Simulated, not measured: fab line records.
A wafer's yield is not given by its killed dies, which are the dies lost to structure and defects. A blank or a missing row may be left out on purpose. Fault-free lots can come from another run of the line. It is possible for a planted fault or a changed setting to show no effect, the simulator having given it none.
fab line records ; flow nand-harc
[record] lots = 6; wafers = 18; last-day = 23
route steps=1159 shown P_GATE@114 END@1159
lots that met no fault: taken from a fault-free run of the same line
start-h: start of the lot's first displayed wafer, in hours after the record's first day ; wait-h: time in hours since the lot's previous step ; " as in the row above ; L1.1+2: several wafers, shown together as one row ; - no value present, or no start provided ; * or withheld: withheld ; < > ~ a bound
route shown NAME@n: names a module that has steps shown in the file, with the first one's number in the route ; usual: the fault-free wafers' mean and standard deviation ; same: alike in all rows ; chamber/n: place in a boat ; sites: the reading at each site ; _std_site: standard deviation of those values ; _edge_site: the outer-site mean with the inner-site mean subtracted ; radius-mm: for every site, how far away it sits from the centre of the wafer ; mask NAME#n: copy n ; behind: the tool/chamber that last shaped the wafer ; hold: cause of the lot's hold/its duration in hours/its outcome ; device: which transistor (n, p or np) failed to switch ; end of line: the same wafers' tests at the end of the route ; where a step has no rows: the recipe by itself ; killed: count of dies lost to structure and defects at first sort (not the wafer's yield) ; map: the dies of a wafer, with x for killed, . for not killed, _ for no die there
set.NAME: setting as actually run; set.NAME@STEP: the setting as run at that earlier step ; model.NAME: the simulator's own value behind a step, which no gauge read
a table for each step, a row for each wafer; lots at some steps of the route
services: a tool's chamber out of use, with start hour (start-h, from the record's first day; less than 0 if before it), hours out, and reason
[[steps]]
[step NHARC_P_GATE_DEHYDRATE_03]
[recipe] temp-c = 150; time-s = 120
[step NHARC_P_GATE_HMDS_04]
[recipe] time-s = 30
[step NHARC_P_GATE_COAT_05]
[recipe] spin-rpm = 4690
[step NHARC_P_GATE_SOFTBAKE_06]
[recipe] temp-c = 122; time-s = 95
[step NHARC_P_GATE_EBR_07]
[step NHARC_P_GATE_EXPOSE_08]
[recipe] na = 0.6; dose-mj = 16.75; mask-id = P_HV
[step NHARC_P_GATE_PEB_09]
[recipe] peb-temp-c = 118; peb-time-s = 85
[step NHARC_P_GATE_DEVELOP_10]
[recipe] time-s = 70
[step NHARC_P_GATE_CD_MEAS_11]
[recipe] target-cd-nm = 1640; landing-energy-ev = 500
[usual] cd-nm = 1639.9/1.7
lot.wafer;tool;chamber;start-h;wait-h;cd-nm
L463.1;cd-sem-03;0;82.16;-;1637.4
L463.4;cd-sem-03;0;82.16;-;1637.4
L463.6;cd-sem-03;0;82.16;-;1640.6
L464.1;cd-sem-03;0;101.51;-;1640.5
L464.3;cd-sem-03;0;101.51;-;1641.6
L464.6;cd-sem-03;0;101.51;-;1643.0
L465.1;cd-sem-01;0;101.55;-;1638.7
L465.3;cd-sem-01;0;101.55;-;1640.7
L465.4;cd-sem-01;0;101.55;-;1643.6
L475.1;cd-sem-01;0;163.43;-;1640.7
L475.4;cd-sem-01;0;163.43;-;1642.2
L475.6;cd-sem-01;0;163.43;-;1641.6
L477.2;cd-sem-02;0;178.05;-;1642.4
L477.5;cd-sem-02;0;178.05;-;1639.7
L477.6;cd-sem-02;0;178.05;-;1637.8
L479.2;cd-sem-02;0;183.18;-;1638.9
L479.4;cd-sem-02;0;183.18;-;1641.1
L479.5;cd-sem-02;0;183.18;-;1638.2
[step NHARC_P_GATE_HARDBAKE_12]
[recipe] temp-c = 125; time-s = 80
[step NHARC_P_GATE_DESCUM_13]
[recipe] time-s = 3; o2-flow-sccm = 200; ar-flow-sccm = 0; bias-power-w = 0; chemistry = O2
[usual] drypump-motor-current-A = 5.6/0.55; oes-product-au = 1.001/0.0087; rf-vpp-V = 57.9/0.82; showerhead-plenum-p-Torr = 1.93/0.067; throttle-valve-pct = 11.311/0.0094
lot.wafer;tool;chamber;start-h;wait-h;drypump-motor-current-A;oes-product-au;rf-hours-counter-h;rf-vpp-V;showerhead-plenum-p-Torr;throttle-valve-pct
L463.1;rie-diel-02;0;82.34;-;4.7;1.007;19;57.4;1.99;11.305
L463.4;rie-diel-02;2;82.34;-;5.3;1.001;-;56.7;1.90;11.305
L463.6;rie-diel-02;1;82.34;-;5.4;0.999;-;57.5;1.90;11.319
L464.3;rie-diel-03;3;101.67;-;6.7;1.009;19;59.1;1.91;11.310
L464.1;rie-diel-03;1;101.67;-;4.9;0.998;23;58.5;1.99;11.309
L464.6;rie-diel-03;3;101.67;-;6.8;1.004;-;57.5;1.91;11.311
L465.1;rie-diel-11;3;101.76;-;5.4;1.006;31;57.3;1.86;11.316
L465.3;rie-diel-11;1;101.76;-;6.4;1.007;34;57.0;1.99;11.318
L465.4;rie-diel-11;1;101.76;-;6.4;0.990;-;57.8;1.99;11.298
L475.4;rie-diel-03;1;163.59;-;4.9;1.008;44;59.4;1.99;11.324
L475.1;rie-diel-03;0;163.59;-;5.6;1.009;38;57.8;2.01;11.298
L475.6;rie-diel-03;1;163.59;-;4.9;1.012;-;58.5;1.99;11.320
L477.2;rie-diel-11;2;178.21;-;5.6;1.003;58;57.6;1.81;11.318
L477.5;rie-diel-11;2;178.21;-;5.6;1.010;-;57.2;1.81;11.303
L477.6;rie-diel-11;3;178.21;-;5.4;0.996;-;58.2;1.85;11.294
L479.4;rie-diel-02;2;183.42;-;5.4;0.997;4;58.2;1.90;11.310
L479.2;rie-diel-02;0;183.42;-;4.7;0.998;5;58.7;1.98;11.301
L479.5;rie-diel-02;3;183.42;-;5.7;0.991;-;58.1;1.86;11.313
[step NHARC_P_GATE_ETCH_14]
[recipe] target-depth-a = 488; chemistry = dHF; material = SiO2
[step NHARC_P_GATE_STRIP_15]
[recipe] time-s = 780; temp-c = 130; chemistry = SPM
[usual] bath-guard-temp-C = 130.0/0.47; bath-heat-duty-pct = 15.1/1.6
lot.wafer;tool;chamber;start-h;wait-h;bath-guard-temp-C;bath-heat-duty-pct
L463.6;wet-bench-09;2;82.54;0.0;130.5;13.5
L463.4;wet-bench-09;4;82.54;0.0;130.2;18.5
L463.1;wet-bench-09;5;82.54;0.0;129.8;13.8
L464.3;wet-bench-06;5;101.86;0.0;-;-
L464.6;wet-bench-06;0;101.86;0.0;-;-
L464.1;wet-bench-06;1;101.86;0.0;-;-
L465.1;wet-bench-02;2;101.95;0.0;-;-
L465.4;wet-bench-02;4;101.95;0.0;-;-
L465.3;wet-bench-02;6;101.95;0.0;-;-
L475.6;wet-bench-02;1;163.77;0.0;130.7;16.9
L475.4;wet-bench-02;2;163.77;0.0;129.9;14.5
L475.1;wet-bench-02;5;163.77;0.0;129.9;12.3
L477.6;wet-bench-02;6;178.40;0.0;128.6;15.3
L477.5;wet-bench-02;7;178.40;0.0;129.7;14.1
L477.2;wet-bench-02;0;178.40;0.0;129.9;16.4
L479.5;wet-bench-09;1;183.61;0.0;129.4;14.2
L479.4;wet-bench-09;3;183.61;0.0;130.6;16.5
L479.2;wet-bench-09;4;183.61;0.0;130.2;18.7
[step NHARC_P_GATE_PRECLEAN_71]
[recipe] time-s = *; temp-c = 50; bath-age-min = 0; chemistry = SC1
[step NHARC_END_SORT_01]
[recipe] temp-c = 25
[usual] killed-at-array = 26/10; killed-at-other = 0.5/0.87; killed-at-periphery = 3.0/2.5; killed-dies = 29/11; killed-open = 3.3/1.9; killed-short = 1.8/1.5
[same] gross-dies = 677
lot.wafer;tool;chamber;start-h;wait-h;killed-at-array;killed-at-other;killed-at-periphery;killed-dies;killed-open;killed-short
L464.1;prober-02;0;463.28;2.5;30;0;647;677;1;1
L464.3;prober-02;0;464.86;3.1;36;0;641;677;1;1
L464.6;prober-02;0;467.23;4.0;36;0;641;677;2;0
L465.1;prober-02;0;471.00;2.5;32;0;645;677;1;4
L465.3;prober-02;0;472.58;3.1;23;0;654;677;5;0
L465.4;prober-02;0;473.37;3.4;25;0;652;677;2;1
// killed by level:class
L464.1 P_GATE:area-strip=645 A_CHANNEL_HOLE_D1:chamber-film-flake=16 A_SLIT:chamber-film-flake=7 A_CONTACT:chamber-film-flake=6 P_CONTACT:geometric-particle:short=1 A_CONTACT:geometric-particle:open=1 P_ZERO_WELL:chamber-film-flake=1
L464.3 P_GATE:area-strip=639 A_CHANNEL_HOLE_D1:chamber-film-flake=19 A_SLIT:chamber-film-flake=11 A_CONTACT:chamber-film-flake=2 A_CHANNEL_FILL_D1:geometric-particle:short=1 A_M0:geometric-particle:open=1 P_ZERO_WELL:chamber-film-flake=1 P_GATE:chamber-film-flake=1
L464.6 P_GATE:area-strip=636 A_CHANNEL_HOLE_D1:chamber-film-flake=20 A_SLIT:chamber-film-flake=8 A_CONTACT:chamber-film-flake=5 P_CONTACT:geometric-particle:open=1 A_SOURCE_PLATE:geometric-particle:open=1 P_ZERO_WELL:chamber-film-flake=1 P_STI:chamber-film-flake=1
L465.1 P_GATE:area-strip=639 A_CHANNEL_HOLE_D1:chamber-film-flake=18 A_SGD_CUT:chamber-film-flake=5 P_ZERO_WELL:chamber-film-flake=4 A_WL_FILL:geometric-particle:short=3 A_CHANNEL_FILL_D1:chamber-film-flake=3 A_CONTACT:chamber-film-flake=2 P_M2:geometric-particle:short=1
L465.3 P_GATE:area-strip=648 A_CHANNEL_HOLE_D1:chamber-film-flake=13 P_ZERO_WELL:chamber-film-flake=3 A_CONTACT:chamber-film-flake=3 A_CONTACT:geometric-particle:open=2 A_SGD_CUT:chamber-film-flake=2 P_GATE:geometric-particle:open=1 P_M0:geometric-particle:open=1
L465.4 P_GATE:area-strip=650 A_CHANNEL_HOLE_D1:chamber-film-flake=15 A_CONTACT:chamber-film-flake=4 P_ZERO_WELL:chamber-film-flake=2 A_SGD_CUT:chamber-film-flake=2 A_SOURCE_PLATE:geometric-particle:short=1 A_WL_FILL:geometric-particle:open=1 A_CONTACT:geometric-particle:open=1
// map L464.1 (x killed, . not)
____________x____________
_________xxxxxxx_________
_______xxxxxxxxxxx_______
______xxxxxxxxxxxxx______
_____xxxxxxxxxxxxxxx_____
____xxxxxxxxxxxxxxxxx____
____xxxxxxxxxxxxxxxxx____
___xxxxxxxxxxxxxxxxxxx___
___xxxxxxxxxxxxxxxxxxx___
__xxxxxxxxxxxxxxxxxxxxx__
__xxxxxxxxxxxxxxxxxxxxx__
_xxxxxxxxxxxxxxxxxxxxxxx_
_xxxxxxxxxxxxxxxxxxxxxxx_
_xxxxxxxxxxxxxxxxxxxxxxx_
_xxxxxxxxxxxxxxxxxxxxxxx_
_xxxxxxxxxxxxxxxxxxxxxxx_
xxxxxxxxxxxxxxxxxxxxxxxxx
xxxxxxxxxxxxxxxxxxxxxxxxx
xxxxxxxxxxxxxxxxxxxxxxxxx
xxxxxxxxxxxxxxxxxxxxxxxxx
xxxxxxxxxxxxxxxxxxxxxxxxx
_xxxxxxxxxxxxxxxxxxxxxxx_
_xxxxxxxxxxxxxxxxxxxxxxx_
_xxxxxxxxxxxxxxxxxxxxxxx_
_xxxxxxxxxxxxxxxxxxxxxxx_
_xxxxxxxxxxxxxxxxxxxxxxx_
__xxxxxxxxxxxxxxxxxxxxx__
__xxxxxxxxxxxxxxxxxxxxx__
___xxxxxxxxxxxxxxxxxxx___
___xxxxxxxxxxxxxxxxxxx___
____xxxxxxxxxxxxxxxxx____
____xxxxxxxxxxxxxxxxx____
_____xxxxxxxxxxxxxxx_____
______xxxxxxxxxxxxx______
_______xxxxxxxxxxx_______
_________xxxxxxx_________
____________x____________
// map L465.1 (x killed, . not)
____________x____________
_________xxxxxxx_________
_______xxxxxxxxxxx_______
______xxxxxxxxxxxxx______
_____xxxxxxxxxxxxxxx_____
____xxxxxxxxxxxxxxxxx____
____xxxxxxxxxxxxxxxxx____
___xxxxxxxxxxxxxxxxxxx___
___xxxxxxxxxxxxxxxxxxx___
__xxxxxxxxxxxxxxxxxxxxx__
__xxxxxxxxxxxxxxxxxxxxx__
_xxxxxxxxxxxxxxxxxxxxxxx_
_xxxxxxxxxxxxxxxxxxxxxxx_
_xxxxxxxxxxxxxxxxxxxxxxx_
_xxxxxxxxxxxxxxxxxxxxxxx_
_xxxxxxxxxxxxxxxxxxxxxxx_
xxxxxxxxxxxxxxxxxxxxxxxxx
xxxxxxxxxxxxxxxxxxxxxxxxx
xxxxxxxxxxxxxxxxxxxxxxxxx
xxxxxxxxxxxxxxxxxxxxxxxxx
xxxxxxxxxxxxxxxxxxxxxxxxx
_xxxxxxxxxxxxxxxxxxxxxxx_
_xxxxxxxxxxxxxxxxxxxxxxx_
_xxxxxxxxxxxxxxxxxxxxxxx_
_xxxxxxxxxxxxxxxxxxxxxxx_
_xxxxxxxxxxxxxxxxxxxxxxx_
__xxxxxxxxxxxxxxxxxxxxx__
__xxxxxxxxxxxxxxxxxxxxx__
___xxxxxxxxxxxxxxxxxxx___
___xxxxxxxxxxxxxxxxxxx___
____xxxxxxxxxxxxxxxxx____
____xxxxxxxxxxxxxxxxx____
_____xxxxxxxxxxxxxxx_____
______xxxxxxxxxxxxx______
_______xxxxxxxxxxx_______
_________xxxxxxx_________
____________x____________
[[services]]
tool;chamber;start-h;hours;kind
wet-bench-06;-;62.52;1.9;repair
rie-diel-11;0;70.63;-;clean
rie-diel-11;1;70.63;-;clean
rie-diel-11;2;70.63;-;clean
rie-diel-11;3;70.63;-;clean
rie-diel-03;0;71.95;-;clean
rie-diel-03;1;71.95;-;clean
rie-diel-03;2;71.95;-;clean
rie-diel-03;3;71.95;-;clean
rie-diel-02;3;77.09;5.6;repair
rie-diel-02;0;80.87;-;clean
rie-diel-02;1;80.87;-;clean
rie-diel-11;0;85.66;21.6;repair
rie-diel-11;3;86.57;2.1;repair
rie-diel-02;2;95.94;13.9;repair
wet-bench-09;-;112.80;8.0;pm
rie-diel-03;2;125.38;6.1;repair
rie-diel-03;-;129.29;0.2;repair
wet-bench-06;-;129.60;8.0;pm
rie-diel-03;0;140.09;5.1;repair
rie-diel-02;3;144.75;8.2;repair
rie-diel-02;-;150.70;9.0;pm
rie-diel-03;2;175.48;10.4;repair
wet-bench-02;-;180.00;8.0;pm
[[key]]
[first-sign] step = NHARC_P_GATE_STRIP_15; reading = tool-record; direction = missing
[effect] step = NHARC_END_SORT_01; reading = killed-at-periphery; direction = up; sigmas = 99+; usual = 3.0; struck = 646.7
[more-kills-born-at] NHARC_P_GATE_STRIP_15@wet-bench-02 = 1937; NHARC_P_GATE_STRIP_15@wet-bench-06 = 1920
met-at NHARC_P_GATE_STRIP_15
struck-wafers L464.1,L464.3,L464.6,L465.1,L465.3,L465.4
later-rows-left-out L464.1,L464.3,L464.6,L465.1,L465.3,L465.4
tester-left-out L464,L465
[fault] kind = skipped-step-whole; tool = wet-bench-02,wet-bench-06; chamber = -; onset-h = 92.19; steps = NHARC_P_GATE_STRIP_15; scope = struck-lots-only
// tester-left-out: of these lots the tester's yield and bins aren't shown, on N5 and GAA mostly nor the transistor test; their killed dies are dies lost to structure and defects alone, not to doping, threshold or leakage, so they don't give the yield
// later-rows-left-out: the simulator's readings of these wafers behind a module that went badly wrong aren't trusted and aren't shown, but for the sort
